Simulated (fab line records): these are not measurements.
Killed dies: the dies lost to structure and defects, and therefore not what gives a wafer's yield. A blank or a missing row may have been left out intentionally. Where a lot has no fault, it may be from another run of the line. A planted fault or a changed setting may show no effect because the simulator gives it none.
Chamber matching -- flow n5 finfet -- rie diel-03 running N5_BEOL_M9_DESCUM_16: 4 sister chambers
The step chemistry O2, time 7.9 s. 4 wafers are shown with their chamber, then 8 later ones without.

## WAFERS, EACH WITH ITS CHAMBER
wafer,chamber,showerhead plenum p Torr (Torr)
L083.1,2,2.05
L086.2,0,2.06
L086.4,3,2.13
L092.1,1,2.22

## WAFERS WITHOUT THEIR CHAMBER
wafer,showerhead plenum p Torr (Torr)
L092.2,2.12
L092.3,2.05
L094.3,2.12
L094.4,2.22
L094.6,2.05
L097.2,2.22
L097.3,2.12
L097.5,2.05

## WHICH CHAMBER EACH WENT THROUGH
wafer,from the rows above,in truth
L092.2,3,3
L092.3,can't be placed: 2 or 0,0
L094.3,3,3
L094.4,1,1
L094.6,can't be placed: 2 or 0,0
L097.2,1,1
L097.3,3,3
L097.5,can't be placed: 2 or 0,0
5 of 8 placed correctly. Unplaceable from these rows: 3, with the true chamber sitting among the candidates in 3. 0 placed wrongly.
How it was worked out, from the rows above alone: a wafer's distance from a chamber is the root of the sum, over the readings, of the square of ((its reading less the chamber's mean) divided by the reading's scatter). If the next closest chamber is less than 2 further off than the closest, the wafer can't be placed; otherwise it belongs to the closest. A chamber's mean is the mean of its shown wafers. The scatter (one wafer shown for each chamber): square how far every hidden wafer sits from the nearest shown wafer, average those squares and take the square root.
